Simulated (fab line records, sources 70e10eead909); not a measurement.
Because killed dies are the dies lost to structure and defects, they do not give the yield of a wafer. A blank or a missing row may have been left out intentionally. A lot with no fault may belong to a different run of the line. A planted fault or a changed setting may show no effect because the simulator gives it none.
Chamber matching -- flow nandHarc -- NHARC_P_GATE_STRIP_101 on rieDiel-03 has 4 sister chambers
The step strips in O2, time 20 s. 4 wafers are shown with their chamber, then 10 later ones without.

WAFERS PAIRED WITH THEIR CHAMBERS
wafer,chamber,showerheadPlenumPTorr (Torr)
L080.1,2,3.58
L083.2,1,3.55
L087.1,3,3.36
L087.3,0,3.59

WAFERS MISSING THEIR CHAMBER
wafer,showerheadPlenumPTorr (Torr)
L087.5,3.58
L089.3,3.54
L089.5,3.57
L089.6,3.54
L090.1,3.36
L090.3,3.59
L090.5,3.57
L094.1,3.59
L094.3,3.36
L094.4,3.57

WHICH CHAMBER EACH WENT THROUGH
wafer,from the rows above,in truth
L087.5,can't be placed: 2 or 0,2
L089.3,1,1
L089.5,can't be placed: 2 or 0 or 1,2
L089.6,1,1
L090.1,3,3
L090.3,can't be placed: 0 or 2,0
L090.5,can't be placed: 2 or 0 or 1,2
L094.1,can't be placed: 0 or 2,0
L094.3,3,3
L094.4,can't be placed: 2 or 0 or 1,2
4 of 10 placed correctly. Can't be placed from these rows: 6 (the true chamber is among the candidates in 6). Number placed wrongly: 0.
How it was worked out, from the rows above alone: a wafer's distance from a chamber is the root of the sum, over the readings, of the square of ((its reading less the chamber's mean) divided by the reading's scatter). If the next closest chamber is less than 2 further off than the closest, the wafer can't be placed; otherwise it belongs to the closest. The mean given for a chamber averages the wafers shown for that chamber. The scatter: with one shown wafer a chamber, the root of the mean of the squares of how far each hidden wafer lies from its nearest shown one.
